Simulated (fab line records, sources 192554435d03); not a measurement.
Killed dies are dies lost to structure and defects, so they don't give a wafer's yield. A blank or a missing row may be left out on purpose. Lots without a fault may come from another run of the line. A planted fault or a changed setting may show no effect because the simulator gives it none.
A struck lot beside a sound one | flow n5_finfet | 36 steps out of a route of 1938
Sound: wafers L932.1, L932.4, L932.6. Struck: wafers L946.3, L946.5, L946.6. The cause comes at the end.
At each step with rows: each side's tool, then ch and its chambers, then its first start. Under that, the readings that differ: sound wafers | struck wafers | difference of the means | sigmas: that difference in standard deviations of wafers without a fault.
alike: readings whose means differ by less than 2 such deviations, and words and numbers that are the same on both sides. not compared: withheld readings, readings that some wafer has no value for, bounds like >300 that may hide the same value, and numbers for which the record gives no deviation and whose values overlap.
The two part at a step that has a row with sigmas, a row that says differs or no value, or rows on one side only. Numbers that don't overlap but have no deviation are shown without sigmas and don't part them. A reading that every wafer of one side lacks parts them only if that side has two wafers or more.

first, 5 steps without rows for these wafers: N5_PASSIVATION_SOFTBAKE_25 (time 90 s); N5_PASSIVATION_EXPOSE_27 (exposes mask PAD, defocus 0 nm); N5_PASSIVATION_PEB_28; N5_PASSIVATION_DEVELOP_29 (develop time 60 s); N5_PASSIVATION_HARDBAKE_31 (time 120 s).
N5_PASSIVATION_CD_MEAS_30: target cd 4000 nm.
  sound on cd_sem-01 ch 0, day 12 01:06; struck on cd_sem-02 ch 0, day 16 07:55
  alike: cd_nm
N5_PASSIVATION_OVL_MEAS_63:
  sound on overlay-02 ch 0, day 12 01:08; struck on overlay-02 ch 0, day 16 07:56
  alike: PAD_OVL
N5_PASSIVATION_INSPECT_64: inspects for defects (macro).
  sound on defect_inspect-01, day 12 01:10; struck on defect_inspect-01, day 16 07:58
  alike: raw_defect_count
N5_PASSIVATION_DESCUM_32: chemistry O2, time 7.9 s.
  sound on rie_diel-03 ch 1,3, day 12 01:15; struck on rie_diel-02 ch 0,1, day 16 08:02
  alike: drypump_motor_current_A, oes_product_au, rf_vpp_V, showerhead_plenum_p_Torr, throttle_valve_pct
  not compared: rf_hours_counter_h
then, 1 step without rows for these wafers: N5_PASSIVATION_AL_ETCH_33 (etches Al in Cl2/BCl3, stops on TaN, target depth 2800 nm, time 466.7 s).
N5_PASSIVATION_ETCH_59: etches TaN in Cl2/BCl3, target depth 65 nm, time 34.9 s.
  sound on rie_metal-01 ch 1, day 12 01:45; struck on rie_metal-03 ch 0,1, day 16 08:34
  alike: bcl3_flow_sccm, drypump_motor_current_A, oes_product_au, throttle_valve_pct
  not compared: rf_hours_counter_h
then, 1 step without rows for these wafers: N5_PASSIVATION_STRIP_34 (strips in O2).
N5_PASSIVATION_STRIP_51: strips in post etch residue remover, time 1200 s.
  sound on wet_bench-01 ch 2,3,5, day 12 01:58; struck on wet_bench-01 ch 1,3,5, day 16 08:49
then, 3 steps without rows for these wafers: N5_PASSIVATION_CLEAN_69 (cleans in IPA, time 180 s); N5_PASSIVATION_SRD_70 (time 30 s); N5_PASSIVATION_PECVD_53 (deposits SiO2 from TEOS/O2, target thk 800 nm, time 169.4 s).
N5_PASSIVATION_PECVD_35: deposits SiNx from SiH4/NH3/N2, target thk 700 nm, time 151.3 s.
  sound on pecvd-02 ch 0,1, day 12 02:31; struck on pecvd-01 ch 1,2, day 16 09:22
  alike: heater_power_w, showerhead_plenum_p_Torr, throttle_valve_pct
then, 8 steps without rows for these wafers: N5_PASSIVATION_HMDS_37 (time 60 s); N5_PASSIVATION_COAT_38; N5_PASSIVATION_EBR_40; N5_PASSIVATION_SOFTBAKE_39 (time 120 s); N5_PASSIVATION_EXPOSE_41 (exposes mask PASS OPEN, defocus 0 nm, target cd 40000 nm); N5_PASSIVATION_PEB_42; N5_PASSIVATION_DEVELOP_43 (develop time 60 s); N5_PASSIVATION_HARDBAKE_45 (time 120 s).
N5_PASSIVATION_CD_MEAS_44: target cd 40000 nm.
  sound on cd_sem-03 ch 0, day 12 03:04; struck on cd_sem-01 ch 0, day 16 09:47
  alike: cd_nm
N5_PASSIVATION_OVL_MEAS_66:
  sound on overlay-02 ch 0, day 12 03:06; struck on overlay-01 ch 0, day 16 09:49
  alike: PASS_OPEN_OVL
N5_PASSIVATION_DESCUM_46: chemistry O2, time 7.9 s.
  sound on rie_diel-03 ch 0,1,3, day 12 03:13; struck on rie_diel-03 ch 0,2,3, day 16 09:53
  alike: drypump_motor_current_A, oes_product_au, rf_vpp_V, showerhead_plenum_p_Torr, throttle_valve_pct
  not compared: rf_hours_counter_h
then, 1 step without rows for these wafers: N5_PASSIVATION_PASS_ETCH_47 (etches SiNx in CF4/O2, target depth 770 nm, time 385 s).
N5_PASSIVATION_ETCH_54: etches SiO2 in CHF3/O2, target depth 880 nm, time 440 s.
  sound on rie_diel-03 ch 0,1,3, day 12 03:28; struck on rie_diel-03 ch 0,2,3, day 16 10:08
  alike: drypump_motor_current_A, oes_product_au, rf_vpp_V, showerhead_plenum_p_Torr, throttle_valve_pct
  not compared: rf_hours_counter_h
then, 5 steps without rows for these wafers: N5_PASSIVATION_STRIP_48 (strips in O2); N5_PASSIVATION_STRIP_52 (strips in post etch residue remover, time 1200 s); N5_PASSIVATION_CLEAN_71 (cleans in IPA, time 180 s); N5_PASSIVATION_SRD_72 (time 30 s); N5_PASSIVATION_ANNEAL_56 (time 1800 s).
N5_PASSIVATION_PROBE_49:
  the record has rows for the struck wafers here (prober-01, day 16 13:01) and none for the sound ones

WHERE THEY PART
Only at N5_PASSIVATION_PROBE_49, within this record.

WHY: what the simulator had put in
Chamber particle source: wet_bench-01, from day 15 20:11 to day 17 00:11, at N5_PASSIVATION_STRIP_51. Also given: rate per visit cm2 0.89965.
